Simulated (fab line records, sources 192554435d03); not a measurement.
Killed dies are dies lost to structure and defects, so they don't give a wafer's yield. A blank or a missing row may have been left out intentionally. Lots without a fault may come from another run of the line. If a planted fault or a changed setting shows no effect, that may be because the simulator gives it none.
fab line records | flow n5_finfet
record: lots: 10 | wafers: 29 | last_day: 16
route steps=1938 shown STI_FIN_REVEAL@191 DUMMY_GATE@218 BEOL_M4@1111 PASSIVATION@1936
lots that met no fault: taken from a fault-free run of the same line
start_h: hours from the record's first day to the start of the lot's first wafer shown | wait_h: hours since the lot's step before | " repeats the value in the row above | L1.1+2: several wafers, shown together as one row | - no value, or no start was given | * or withheld: withheld | < > ~ a bound
route shown NAME@n: NAME is a module with steps in the file, n the number in the route of the first one | usual: mean/standard deviation of fault-free wafers | same: alike in all rows | chamber/n: place in a boat | sites: the reading at each site | _std_site: the values' standard deviation | _edge_site: the outer-site mean with the inner-site mean subtracted | radius_mm: how far each site lies from the wafer's centre | mask NAME#n: copy n | behind: the most recent tool/chamber to have shaped the wafer | hold: why the lot went on hold/how many hours it stayed there/how the hold came to an end | device: the n, p or np transistor that did not switch | end of line: the route-end tests of the same wafers | where a step has no rows: the recipe by itself | killed: not the wafer's yield, but the dies lost to structure and defects at the first sort | map: shows each die of a wafer: x if killed, . if not, _ if none is there
set.NAME: the run value of the setting; set.NAME@STEP: its run value at that earlier step | model.NAME: the simulator's own value behind a step, which no gauge read
steps of the route over a sample of lots; a table a step, a row a wafer
services: a tool's chamber out of use, with start hour (start_h, from the record's first day; less than 0 if before it), hours out, and reason
== steps ==
step: N5_STI_FIN_REVEAL_STRIP_24
recipe: chemistry: N2/H2 | time_s: 90 | power_w: 100 | temp_c: 40 | pressure_mtorr: 100 | rf_frequency_hz: 6e+07 | bias_power_w: 3 | n2_flow_sccm: 300 | h2_flow_sccm: 300
usual: drypump_motor_current_A: 5.9/0.44 | oes_product_au: 0.78/0.086 | rf_vpp_V: 45.2/0.92 | showerhead_plenum_p_Torr: 3.39/0.11 | throttle_valve_pct: 12.20/0.26
lot.wafer | tool        | chamber | start_h | wait_h | drypump_motor_current_A | oes_product_au | rf_hours_counter_h | rf_vpp_V | showerhead_plenum_p_Torr | throttle_valve_pct
L662.4    | rie_diel-01 | 0       | 49.33   | 0.0    | 5.6                     | 0.72           | 226                | 45.7     | 3.22                     | 12.51
L662.5    | "           | 2       | "       | "      | 4.8                     | 0.79           | -                  | 46.5     | 3.51                     | 12.32
L662.6    | "           | 3       | "       | "      | 5.9                     | 0.69           | -                  | 45.6     | 3.47                     | 12.62
L664.2    | rie_diel-02 | 0       | 58.49   | 0.0    | 6.0                     | 0.83           | 64                 | 44.3     | 3.28                     | 11.93
L664.4    | "           | 2       | "       | "      | 6.3                     | 0.96           | 6                  | 46.4     | 3.60                     | 11.82
L664.6    | "           | 2       | "       | "      | 6.4                     | 0.97           | -                  | 45.0     | 3.60                     | 11.82
L666.2    | rie_diel-02 | 3       | 71.33   | 0.0    | 6.6                     | 0.79           | 117                | 46.2     | 3.36                     | 12.09
L666.5    | "           | 2       | "       | "      | 6.4                     | 0.95           | -                  | 46.5     | 3.60                     | 11.85
L666.6    | "           | 3       | "       | "      | 6.6                     | 0.78           | -                  | 45.2     | 3.36                     | 12.08
L670.1    | rie_diel-01 | 0       | 96.21   | 0.0    | 5.6                     | 0.71           | 238                | 44.5     | 3.21                     | 12.54
L670.5    | "           | 2       | "       | "      | 4.8                     | 0.76           | -                  | 45.0     | 3.50                     | 12.33
L670.6    | "           | 1       | "       | "      | 6.5                     | 0.71           | -                  | 47.1     | 3.34                     | 12.47
L672.2    | rie_diel-05 | 1       | 107.19  | 0.0    | 6.2                     | 0.75           | 170                | 45.5     | 3.35                     | 12.04
L672.3    | "           | 0       | "       | "      | 5.6                     | 0.70           | 222                | 44.2     | 3.36                     | 12.49
L672.5    | "           | 3       | "       | "      | 5.5                     | 0.91           | -                  | 45.7     | 3.57                     | 11.85
L673.3    | rie_diel-02 | 2       | 112.35  | 0.0    | 6.4                     | 0.91           | 26                 | 46.2     | 3.59                     | 11.88
L673.5    | "           | 0       | "       | "      | 6.0                     | 0.81           | -                  | 43.1     | 3.27                     | 11.99
L673.6    | "           | 3       | "       | "      | 6.6                     | 0.77           | -                  | 45.1     | 3.36                     | 12.12
L676.2    | rie_diel-05 | 0       | 130.29  | 0.0    | 5.6                     | 0.70           | 229                | 45.4     | 3.36                     | 12.50
L676.3    | "           | 3       | "       | "      | 5.5                     | 0.89           | 28                 | 46.3     | 3.57                     | 11.85
L676.6    | "           | 1       | "       | "      | 6.2                     | 0.75           | -                  | 45.1     | 3.35                     | 12.06
L677.1    | rie_diel-02 | 3       | 135.05  | 0.0    | 6.6                     | 0.77           | 141                | 45.3     | 3.35                     | 12.14
L677.3    | "           | 0       | "       | "      | 6.0                     | 0.80           | 93                 | 47.1     | 3.26                     | 12.01
L677.4    | "           | 1       | "       | "      | 5.5                     | 0.73           | 178                | 45.2     | 3.36                     | 12.31
L679.1    | rie_diel-05 | 1       | 148.55  | 0.0    | 6.2                     | 0.74           | 183                | 46.9     | 3.35                     | 12.06
L679.3    | "           | 0       | "       | "      | 5.6                     | 0.70           | 235                | 44.6     | 3.35                     | 12.52
L679.6    | "           | 3       | "       | "      | 5.5                     | 0.88           | -                  | 45.8     | 3.56                     | 11.88
L680.2    | rie_diel-05 | 2       | 154.21  | 0.0    | 5.7                     | 0.67           | 243                | 45.7     | 3.33                     | 12.54
L680.6    | "           | 3       | "       | "      | 5.5                     | 0.88           | -                  | 45.2     | 3.56                     | 11.86
step: N5_DUMMY_GATE_CMP_04
recipe: material: a-Si | post_cmp_clean: alkaline_brush
usual: motor_current_A: 10.0/1 | retaining_ring_pressure_frac: 1.000/0.0052 | time_to_endpoint_s: 13.5/2.2
lot.wafer | tool   | chamber | start_h | wait_h | motor_current_A | retaining_ring_pressure_frac | time_to_endpoint_s
L662.4    | cmp-01 | 0       | 56.80   | 0.1    | 10.7            | 1.001                        | 12.9
L662.5    | "      | 2       | "       | "      | 10.9            | 1.006                        | 13.7
L662.6    | "      | 3       | "       | "      | 9.6             | 1.007                        | 13.0
L664.4    | cmp-01 | 1       | 65.44   | 0.0    | 7.5             | 1.003                        | 12.7
L664.2    | "      | 2       | "       | "      | 10.3            | 0.989                        | 13.4
L664.6    | "      | 1       | "       | "      | 8.1             | 1.001                        | 13.9
L666.2    | cmp-04 | 2       | 78.82   | 0.1    | 10.7            | 1.004                        | 13.0
L666.5    | "      | 0       | "       | "      | 9.0             | 0.999                        | 14.4
L666.6    | "      | 1       | "       | "      | 9.6             | 0.998                        | 9.0
L670.1    | cmp-01 | 2       | 104.26  | 0.1    | 11.1            | 0.996                        | 18.6
L670.5    | "      | 1       | "       | "      | 7.9             | 0.999                        | 15.1
L670.6    | "      | 2       | "       | "      | 10.7            | 1.009                        | 15.3
L672.2    | cmp-01 | 2       | 114.13  | 0.0    | 10.9            | 0.990                        | 12.9
L672.3    | "      | 1       | "       | "      | 8.0             | 1.000                        | 15.2
L672.5    | "      | 2       | "       | "      | 10.6            | 0.995                        | 14.0
L673.3    | cmp-02 | 1       | 125.64  | 0.1    | 11.0            | 0.998                        | 12.7
L673.5    | "      | 0       | "       | "      | 11.7            | 1.003                        | 11.7
L673.6    | "      | 1       | "       | "      | 11.1            | 1.001                        | 15.1
L676.3    | cmp-02 | 1       | 137.34  | 0.1    | 11.0            | 0.994                        | 14.2
L676.2    | "      | 3       | "       | "      | 8.9             | 1.003                        | 16.3
L676.6    | "      | 0       | "       | "      | 11.3            | 1.000                        | 14.2
L677.1    | cmp-04 | 0       | 142.04  | 0.0    | 9.6             | 0.992                        | 16.6
L677.4    | "      | 1       | "       | "      | 9.4             | 1.003                        | 11.8
L677.3    | "      | 3       | "       | "      | 10.6            | 0.996                        | 12.9
L679.1    | cmp-02 | 3       | 155.49  | 0.0    | 9.8             | 1.002                        | 14.7
L679.3    | "      | 2       | "       | "      | 8.9             | 0.988                        | 12.7
L679.6    | "      | 0       | "       | "      | 11.3            | 1.005                        | 13.7
L680.2    | cmp-02 | 1       | 161.35  | 0.1    | 11.2            | 0.995                        | 17.9
L680.6    | "      | 3       | "       | "      | 9.2             | 1.003                        | 17.5
step: N5_DUMMY_GATE_COAT_09
recipe: resist: CAR-EUV | spin_rpm: 1500 | resist_thk_nm: 30
usual: chill_plate_temp_C: 23.01/0.11 | spin_speed_rpm: 1500.0/0.93
lot.wafer | tool           | chamber | start_h | wait_h | chill_plate_temp_C | spin_speed_rpm
L662.4    | litho_track-05 | 0       | 61.02   | -      | 22.82              | 1500.2
L662.5    | "              | 0       | "       | "      | 23.08              | 1500.5
L662.6    | "              | 0       | "       | "      | 22.94              | 1499.7
L664.2    | litho_track-01 | 0       | 69.71   | -      | 23.00              | 1498.2
L664.4    | "              | 0       | "       | "      | 23.05              | 1498.8
L664.6    | "              | 0       | "       | "      | 22.92              | 1500.1
L666.2    | litho_track-01 | 0       | 83.03   | -      | 22.96              | 1499.4
L666.5    | "              | 0       | "       | "      | 22.88              | 1498.7
L666.6    | "              | 0       | "       | "      | 22.95              | 1499.4
L670.1    | litho_track-05 | 0       | 108.50  | -      | 23.13              | 1499.7
L670.5    | "              | 0       | "       | "      | 23.19              | 1500.6
L670.6    | "              | 0       | "       | "      | 23.20              | 1499.9
L672.2    | litho_track-01 | 0       | 121.96  | -      | 22.99              | 1238.9
L672.3    | "              | 0       | "       | "      | 23.08              | 1238.8
L672.5    | "              | 0       | "       | "      | 23.13              | 1237.6
L673.3    | litho_track-01 | 0       | 129.88  | -      | 22.83              | 1237.5
L673.5    | "              | 0       | "       | "      | 22.97              | 1240.6
L673.6    | "              | 0       | "       | "      | 23.08              | 1238.5
L676.2    | litho_track-04 | 0       | 141.59  | -      | 22.87              | 1499.3
L676.3    | "              | 0       | "       | "      | 23.08              | 1499.5
L676.6    | "              | 0       | "       | "      | 22.83              | 1500.6
L677.1    | litho_track-05 | 0       | 146.34  | -      | 22.83              | 1500.9
L677.3    | "              | 0       | "       | "      | 22.76              | 1500.2
L677.4    | "              | 0       | "       | "      | 22.92              | 1500.0
L679.1    | litho_track-05 | 0       | 159.77  | -      | 23.07              | 1499.7
L679.3    | "              | 0       | "       | "      | 23.03              | 1499.9
L679.6    | "              | 0       | "       | "      | 23.04              | 1499.9
L680.2    | litho_track-05 | 0       | 165.53  | -      | 22.98              | 1499.6
L680.6    | "              | 0       | "       | "      | 22.97              | 1500.4
step: N5_DUMMY_GATE_DESCUM_20
recipe: chemistry: O2 | time_s: 6.2 | source_power_w: 50 | bias_power_w: 20 | pressure_mtorr: 20 | rf_frequency_hz: 2.712e+07 | temp_c: 40 | resist: CAR-EUV | o2_flow_sccm: 225
usual: drypump_motor_current_A: 5.5/0.43 | oes_product_au: 0.77/0.068 | rf_vpp_V: 243.0/1.3 | showerhead_plenum_p_Torr: 2.08/0.068 | throttle_valve_pct: 20.51/0.26
lot.wafer | tool        | chamber | start_h | wait_h | drypump_motor_current_A | oes_product_au | rf_hours_counter_h | rf_vpp_V | showerhead_plenum_p_Torr | throttle_valve_pct
L662.4    | rie_diel-04 | 0       | 61.56   | 0.1    | 6.0                     | 0.84           | -                  | 242.1    | 2.02                     | 20.30
L662.5    | "           | 2       | "       | "      | 4.8                     | 0.71           | -                  | 242.6    | 2.06                     | 20.61
L662.6    | "           | 1       | "       | "      | 5.5                     | 0.69           | -                  | 245.0    | 2.16                     | 21.08
L664.2    | rie_diel-06 | 2       | 70.10   | 0.0    | 5.7                     | 0.72           | 168                | 242.5    | 2.08                     | 20.34
L664.4    | "           | 3       | "       | "      | 5.0                     | 0.71           | 235                | 244.1    | 2.15                     | 20.56
L664.6    | "           | 1       | "       | "      | 5.8                     | 0.80           | -                  | 241.5    | 2.03                     | 20.75
L666.2    | rie_diel-06 | 2       | 83.58   | 0.1    | 5.7                     | 0.72           | 173                | 244.3    | 2.08                     | 20.35
L666.5    | "           | 3       | "       | "      | 5.0                     | 0.71           | -                  | 243.0    | 2.15                     | 20.57
L666.6    | "           | 0       | "       | "      | 6.3                     | 0.83           | -                  | 243.9    | 2.10                     | 19.97
L670.1    | rie_diel-06 | 0       | 109.01  | 0.0    | 6.4                     | 0.83           | 59                 | 242.6    | 2.10                     | 19.96
L670.5    | "           | 0       | "       | "      | 6.4                     | 0.83           | -                  | 243.9    | 2.10                     | 19.97
L670.6    | "           | 3       | "       | "      | 5.0                     | 0.70           | -                  | 243.0    | 2.15                     | 20.59
L672.2    | rie_diel-06 | 1       | 122.34  | 0.0    | 5.8                     | 0.78           | 140                | 241.8    | 2.03                     | 20.75
L672.3    | "           | 2       | "       | "      | 5.7                     | 0.73           | 183                | 243.8    | 2.08                     | 20.37
L672.5    | "           | 1       | "       | "      | 5.8                     | 0.79           | -                  | 242.2    | 2.03                     | 20.75
L673.3    | rie_diel-03 | 1       | 130.28  | 0.0    | 5.6                     | 0.75           | 171                | 243.7    | 2.10                     | 20.45
L673.5    | "           | 2       | "       | "      | 5.1                     | 0.74           | -                  | 243.5    | 2.18                     | 20.62
L673.6    | "           | 3       | "       | "      | 5.7                     | 0.76           | -                  | 242.4    | 2.00                     | 20.74
L676.2    | rie_diel-04 | 0       | 142.10  | 0.0    | 6.0                     | 0.81           | 110                | 242.8    | 2.01                     | 20.33
L676.3    | "           | 2       | "       | "      | 4.9                     | 0.94           | 20                 | 243.0    | 2.06                     | 20.24
L676.6    | "           | 0       | "       | "      | 6.0                     | 0.80           | -                  | 242.4    | 2.01                     | 20.34
L677.1    | rie_diel-03 | 3       | 146.85  | 0.0    | 5.7                     | 0.77           | 140                | 242.5    | 2.00                     | 20.73
L677.3    | "           | 1       | "       | "      | 5.6                     | 0.75           | 176                | 244.9    | 2.09                     | 20.45
L677.4    | "           | 0       | "       | "      | 5.6                     | 0.77           | 134                | 239.6    | 1.94                     | 20.59
L679.1    | rie_diel-04 | 2       | 160.17  | 0.0    | 4.9                     | 0.91           | 27                 | 244.0    | 2.05                     | 20.26
L679.3    | "           | 0       | "       | "      | 6.0                     | 0.79           | 117                | 242.8    | 2.00                     | 20.36
L679.6    | "           | 3       | "       | "      | 4.9                     | 0.72           | -                  | 243.5    | 2.06                     | 20.41
L680.2    | rie_diel-03 | 1       | 166.05  | 0.0    | 5.6                     | 0.74           | 184                | 243.0    | 2.09                     | 20.46
L680.6    | "           | 2       | "       | "      | 5.2                     | 0.72           | -                  | 244.4    | 2.17                     | 20.64
step: N5_BEOL_M4_RC_MEAS_101
usual: DIBL_N: 35.9/1.7 | DIBL_P: 35.8/2.2 | IOFF_N: 0.15/0.03 | IOFF_P: 0.21/0.036 | ION_N: 674/12 | ION_P: 463/7.2 | SS_N: 71.3/0.59 | SS_P: 73.1/0.69 | VT_N: 250/3 | VT_P: -251/3.2
lot.wafer | tool      | chamber | start_h | wait_h | DIBL_N[mV/V] | DIBL_P[mV/V] | IOFF_N[nA/um] | IOFF_P[nA/um] | ION_N[uA/um] | ION_P[uA/um] | SS_N[mV/dec] | SS_P[mV/dec] | VT_N[mV] | VT_P[mV]
L662.4    | prober-01 | 0       | 177.57  | 0.6    | 34.2         | 33.4         | 0.13          | 0.20          | 674          | 468          | 71.0         | 72.0         | 249      | -251
L662.5    | "         | 0       | "       | "      | 33.6         | 33.0         | 0.12          | 0.19          | 658          | 462          | 71.3         | 72.1         | 254      | -250
L662.6    | "         | 0       | "       | "      | 34.9         | 34.2         | 0.14          | 0.20          | 668          | 462          | 71.7         | 73.0         | 252      | -249
L664.2    | prober-01 | 0       | 186.19  | 0.2    | 36.8         | 37.1         | 0.17          | 0.23          | 676          | 469          | 71.6         | 73.7         | 250      | -248
L664.4    | "         | 0       | "       | "      | 36.7         | 36.6         | 0.16          | 0.22          | 678          | 469          | 71.8         | 73.8         | 252      | -249
L664.6    | "         | 0       | "       | "      | 36.3         | 36.3         | 0.17          | 0.22          | 682          | 472          | 71.7         | 73.7         | 249      | -249
L666.2    | prober-02 | 0       | 210.04  | 0.2    | 36.5         | 36.2         | 0.16          | 0.21          | 676          | 465          | 71.3         | 72.6         | 249      | -251
L666.5    | "         | 0       | "       | "      | 37.8         | 37.1         | 0.18          | 0.23          | 693          | 464          | 71.6         | 72.4         | 246      | -248
L666.6    | "         | 0       | "       | "      | 38.6         | 38.2         | 0.20          | 0.25          | 684          | 471          | 72.5         | 73.0         | 246      | -247
L670.1    | prober-02 | 0       | 240.21  | 0.0    | 33.3         | 32.4         | 0.10          | 0.14          | 656          | 457          | 70.1         | 71.9         | 252      | -255
L670.5    | "         | 0       | "       | "      | 34.1         | 35.3         | 0.12          | 0.17          | 665          | 457          | 70.3         | 73.2         | 253      | -255
L670.6    | "         | 0       | "       | "      | 34.9         | 33.7         | 0.12          | 0.15          | 649          | 447          | 70.9         | 72.8         | 253      | -258
L672.2    | prober-02 | 0       | 246.18  | 0.2    | 36.6         | 36.5         | 0.17          | 0.24          | 688          | 472          | 71.1         | 72.9         | 246      | -246
L672.3    | "         | 0       | "       | "      | 36.3         | 36.8         | 0.16          | 0.23          | 669          | 456          | 71.7         | 73.5         | 251      | -249
L672.5    | "         | 0       | "       | "      | 35.5         | 35.2         | 0.14          | 0.22          | 677          | 468          | 71.4         | 73.3         | 252      | -250
L673.3    | prober-01 | 0       | 255.57  | 0.3    | 32.7         | 32.4         | 0.11          | 0.16          | 669          | 464          | 70.6         | 72.3         | 252      | -254
L673.5    | "         | 0       | "       | "      | 35.3         | 36.1         | 0.15          | 0.21          | 677          | 464          | 71.8         | 73.0         | 250      | -250
L673.6    | "         | 0       | "       | "      | 31.8         | 30.5         | 0.10          | 0.13          | 656          | 449          | 70.6         | 71.8         | 257      | -255
L677.1    | prober-01 | 0       | 271.59  | 0.0    | 32.6         | 32.8         | 0.12          | 0.17          | 659          | 464          | 70.5         | 71.4         | 253      | -250
L677.3    | "         | 0       | "       | "      | 34.0         | 34.3         | 0.14          | 0.19          | 673          | 467          | 70.6         | 72.4         | 252      | -250
L677.4    | "         | 0       | "       | "      | 33.3         | 33.3         | 0.12          | 0.17          | 674          | 463          | 70.7         | 71.8         | 251      | -251
L676.2    | prober-02 | 0       | 274.82  | 0.2    | 37.9         | 38.3         | 0.17          | 0.22          | 667          | 454          | 72.1         | 74.6         | 249      | -252
L676.3    | "         | 0       | "       | "      | 36.4         | 35.6         | 0.15          | 0.18          | 671          | 454          | 71.3         | 73.2         | 252      | -254
L676.6    | "         | 0       | "       | "      | 36.6         | 38.0         | 0.17          | 0.21          | 690          | 467          | 71.4         | 73.1         | 251      | -251
L679.1    | prober-01 | 0       | 292.19  | 0.0    | 33.5         | 33.8         | 0.13          | 0.19          | 670          | 464          | 70.4         | 72.4         | 250      | -248
L679.3    | "         | 0       | "       | "      | 32.6         | 31.7         | 0.11          | 0.17          | 645          | 447          | 70.0         | 72.1         | 252      | -251
L679.6    | "         | 0       | "       | "      | 36.3         | 35.8         | 0.17          | 0.22          | 681          | 468          | 71.0         | 73.4         | 251      | -248
L680.2    | prober-02 | 0       | 293.08  | 0.2    | 37.1         | 36.8         | 0.17          | 0.25          | 679          | 472          | 71.1         | 73.1         | 249      | -246
L680.6    | "         | 0       | "       | "      | 35.7         | 35.6         | 0.15          | 0.22          | 677          | 464          | 71.6         | 73.1         | 249      | -248
step: N5_PASSIVATION_PROBE_49
usual: defect_limited_yield: 91.0/1.5 | killed_at_M0_to_M3: 35/12 | killed_at_M4_up: 15/5.8 | killed_at_contacts: 14/7.2 | killed_at_front_end: 40/10 | killed_at_other: 3/3 | killed_dies: 106/18 | killed_open: 68/14 | killed_short: 35/7.2 | sort_bin_5_function: 5.2/0.96 | sort_bin_6_memory: 3.3/0.69 | sort_bin_8_speed: 0.00/0.022 | sort_n_pass: 1074/18 | sort_yield_pct: 91.0/1.5
same: gross_dies: 1180 | killed_at_back_side: 0 | sort_bin_4_leakage[%]: 0
lot.wafer | tool      | chamber | start_h | wait_h | defect_limited_yield[%] | killed_at_M0_to_M3 | killed_at_M4_up | killed_at_contacts | killed_at_front_end | killed_at_other | killed_dies | killed_open | killed_short | sort_bin_5_function[%] | sort_bin_6_memory[%] | sort_bin_8_speed[%] | sort_n_pass | sort_yield_pct[%]
L672.2    | prober-02 | -       | 346.40  | 0.9    | 92.6                    | 14                 | 19              | 33                 | 19                  | 2               | 87          | 61          | 18           | 4.5                    | 2.5                  | 0                   | 1093        | 92.6
L672.3    | prober-02 | -       | 346.45  | 0.9    | 91.3                    | 21                 | 15              | 8                  | 52                  | 7               | 103         | 63          | 37           | 4.2                    | 4.0                  | 0                   | 1077        | 91.3
L672.5    | prober-02 | -       | 346.55  | 1.0    | 91.9                    | 19                 | 26              | 16                 | 27                  | 7               | 95          | 61          | 32           | 4.2                    | 3.5                  | 0                   | 1085        | 91.9
L676.2    | prober-02 | -       | 374.15  | 0.1    | 90.9                    | 32                 | 21              | 24                 | 27                  | 3               | 107         | 76          | 29           | 4.9                    | 3.7                  | 0                   | 1073        | 90.9
L676.3    | prober-02 | -       | 374.20  | 0.1    | 93.6                    | 16                 | 4               | 11                 | 41                  | 3               | 75          | 45          | 25           | 3.5                    | 2.4                  | 0                   | 1105        | 93.6
L676.6    | prober-02 | -       | 374.35  | 0.3    | 91.8                    | 29                 | 12              | 14                 | 38                  | 4               | 97          | 66          | 28           | 4.2                    | 3.7                  | 0                   | 1083        | 91.8
killed by level:class
L672.2 MOL_CONTACT_COAG:geometric_particle:open=27 BEOL_M4:geometric_particle:open=9 BEOL_M0_SAQP:geometric_particle:open=7 MOL_CONTACT_COAG:geometric_particle:short=6 FIN_SAQP:geometric_particle:open=4 GATE_CUT:geometric_particle:short=4 STI_FIN_REVEAL:geometric_particle:open=3 BEOL_M4:geometric_particle:short=3
L672.3 DUMMY_GATE:geometric_particle:open=14 FIN_SAQP:geometric_particle:open=8 FIN_SAQP:geometric_particle:short=8 BEOL_M0_SAQP:geometric_particle:open=8 BEOL_M0_SAQP:geometric_particle:short=7 STI_FIN_REVEAL:geometric_particle:open=6 DUMMY_GATE:geometric_particle:short=6 BEOL_M4:geometric_particle:open=6
L672.5 MOL_CONTACT_COAG:geometric_particle:open=11 BEOL_M4:geometric_particle:open=11 BEOL_M0_SAQP:geometric_particle:short=7 DUMMY_GATE:geometric_particle:open=6 BEOL_M0_SAQP:geometric_particle:open=6 MOL_CONTACT_COAG:geometric_particle:short=5 BEOL_M4:geometric_particle:short=5 FIN_SAQP:geometric_particle:open=4
L676.2 MOL_CONTACT_COAG:geometric_particle:open=19 BEOL_M4:geometric_particle:open=14 STI_FIN_REVEAL:geometric_particle:open=9 BEOL_M1:geometric_particle:open=9 BEOL_M0_SAQP:geometric_particle:short=6 MOL_CONTACT_COAG:geometric_particle:short=5 GATE_CUT:geometric_particle:short=4 BEOL_M0_SAQP:geometric_particle:open=4
L676.3 MOL_CONTACT_COAG:geometric_particle:open=8 DUMMY_GATE:geometric_particle:open=7 FIN_SAQP:geometric_particle:short=5 GATE_CUT:geometric_particle:short=5 FIN_SAQP:geometric_particle:open=4 STI_FIN_REVEAL:geometric_particle:open=4 BEOL_M0_SAQP:geometric_particle:open=4 STARTING-WAFER:geometric_particle:open=4
L676.6 MOL_CONTACT_COAG:geometric_particle:open=12 STI_FIN_REVEAL:geometric_particle:open=8 FIN_SAQP:geometric_particle:open=6 DUMMY_GATE:geometric_particle:open=6 BEOL_M0_SAQP:geometric_particle:short=6 BEOL_M2:geometric_particle:open=6 GATE_CUT:geometric_particle:short=4 BEOL_M4:geometric_particle:open=4
== services ==
tool           | chamber | start_h | hours | kind
rie_diel-05    | 3       | 26.95   | -     | clean
rie_diel-05    | 3       | 26.95   | -     | consumable_replace:focus_ring
rie_diel-05    | 3       | 26.95   | -     | consumable_replace:showerhead
cmp-04         | -       | 32.34   | 4.0   | pm
rie_diel-03    | 2       | 35.40   | 2.9   | repair
rie_diel-03    | 3       | 47.03   | 9.6   | repair
rie_diel-04    | 3       | 51.94   | 10.1  | repair
rie_diel-01    | 0       | 57.21   | 11.7  | repair
cmp-04         | -       | 65.39   | 3.1   | pm
rie_diel-03    | 1       | 101.96  | 13.8  | repair
cmp-01         | -       | 112.66  | 0.5   | repair
rie_diel-06    | 3       | 124.83  | -     | clean
rie_diel-06    | 3       | 124.83  | -     | consumable_replace:focus_ring
rie_diel-06    | 3       | 124.83  | 16.8  | scheduled_down
rie_diel-06    | 3       | 124.83  | 16.8  | vent_cycle
cmp-02         | -       | 131.08  | 4.9   | pm
rie_diel-04    | 3       | 133.22  | 25.4  | repair
cmp-02         | -       | 138.64  | 0.2   | repair
cmp-04         | -       | 155.78  | 1.5   | repair
rie_diel-04    | -       | 156.34  | 0.4   | repair
rie_diel-03    | 0       | 159.43  | 22.4  | repair
cmp-01         | -       | 162.70  | 15.1  | pm
rie_diel-06    | -       | 162.87  | 1.0   | repair
litho_track-01 | -       | 164.88  | -     | consumable_replace:filter
== key ==
first_sign: step: N5_DUMMY_GATE_COAT_09 | reading: spin_speed_rpm | direction: down | sigmas: 99+ | usual: * | struck: *
effect none on later readings
met_at N5_DUMMY_GATE_COAT_09
struck_lots L672,L673
not_acting_at N5_STI_FIN_REVEAL_STRIP_24,N5_DUMMY_GATE_CMP_04,N5_DUMMY_GATE_DESCUM_20
onset_between 83.03 121.96
fault: kind: process_parameter_drift | tool: litho_track-01 | chamber: - | onset_h: 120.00 | steps: N5_DUMMY_GATE_COAT_09 | channel: spin_rpm | offset: * | shape: step | end_h: 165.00 | acts_in: * | stated: *
